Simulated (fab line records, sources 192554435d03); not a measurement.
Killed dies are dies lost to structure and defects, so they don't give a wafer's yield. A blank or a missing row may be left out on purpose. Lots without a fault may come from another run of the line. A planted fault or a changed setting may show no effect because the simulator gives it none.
Problem report in the 8D (eight disciplines) form, filled by code | flow n5_finfet | the parts of the form that need people (team, actions taken, sign-off) are left out

1. THE PROBLEM
cd_nm at N5_GATE_CUT_CD_MEAS_13 reads a mean of 17.64 nm on 3 wafers of 3 lots; wafers without a fault read 19.94 nm with a standard deviation of 0.23. That is -10 standard deviations from the usual mean.
The step: target cd 20 nm.
First seen on wafer L676.6, day 9 20:02, on cd_sem-02. The record holds 43 wafers of 15 lots with a number at this step. Rule for "out", or "out of limits": more than 4 standard deviations from the usual mean. The other wafers with a number count as sound.

2. WHAT IT IS AND WHAT IT IS NOT
question                    | is                     | is not
which readings at this step | cd_nm                  | -
which lots                  | L676, L677, L678       | L655, L657, L658, L659, L661, L662, L663, L664, L665, L666, L667, L669
which wafers of those lots  | L676.6, L677.1, L678.6 | L676.3, L677.3, L677.5, L678.2
read on which gauges        | cd_sem-01, cd_sem-02   | -
when                        | from day 9 20:02       | up to then (37 sound wafers); but 3 sound wafers of L677, L678 came after

3. SUSPECTS, AND WHAT RULES EACH OUT
Counting: a tool at a process step up to the reading stays a suspect if it ran every lot that is out. Sound lots after the first of them don't rule it out here, since some wafers of a struck lot are sound.
- the gauge at N5_GATE_CUT_CD_MEAS_13: ruled out. The wafers that are out were read on 2 gauges (cd_sem-01, cd_sem-02).
- cvd_w-01 at N5_HKMG_FIN_W_FILL_22 (material W, target thk 60 nm, time 18.2 s): kept. It ran every lot that is out, first L676 (day 9 15:12); its last sound lot up to then is L666 (day 7 05:21).
- euv_scanner-02 at N5_GATE_CUT_EXPOSE_10 (exposes mask GATE CUT, target cd 20 nm): kept. It ran every lot that is out, first L676 (day 9 19:55); its last sound lot up to then is L666 (day 7 09:39).
Left after counting: cvd_w-01 at N5_HKMG_FIN_W_FILL_22, euv_scanner-02 at N5_GATE_CUT_EXPOSE_10.

4. THE CAUSE (what the simulator had put in)
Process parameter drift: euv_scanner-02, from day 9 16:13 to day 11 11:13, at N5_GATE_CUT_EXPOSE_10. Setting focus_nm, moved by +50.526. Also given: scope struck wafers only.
Counting left 2 suspects, and this tool is among them.

5. THE CHAIN OF EFFECTS, in route order
Each row: a reading whose mean over the struck wafers that have a number lies more than 3 standard deviations from the usual. Only readings for which the record gives a usual standard deviation are gone through. hours: the time from each lot's start at the first step in this table that gives one to its start at this step, as a median over the lots. sigmas: the change in usual standard deviations.
hours | step                   | reading | usual    | on struck wafers | change | sigmas
0     | N5_GATE_CUT_CD_MEAS_13 | cd_nm   | 19.94 nm | 17.64            | -2.30  | -10

6. WHAT WOULD HAVE CAUGHT IT SOONER
In this record the first reading out of limits at a measuring or inspecting step was taken at day 9 20:02, 4 hours after the fault began at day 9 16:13.
Of the lots that are out (3), L677, L678 began N5_GATE_CUT_EXPOSE_10 on euv_scanner-02 after day 9 20:02. A hold on the tool at that time would have spared those 2.
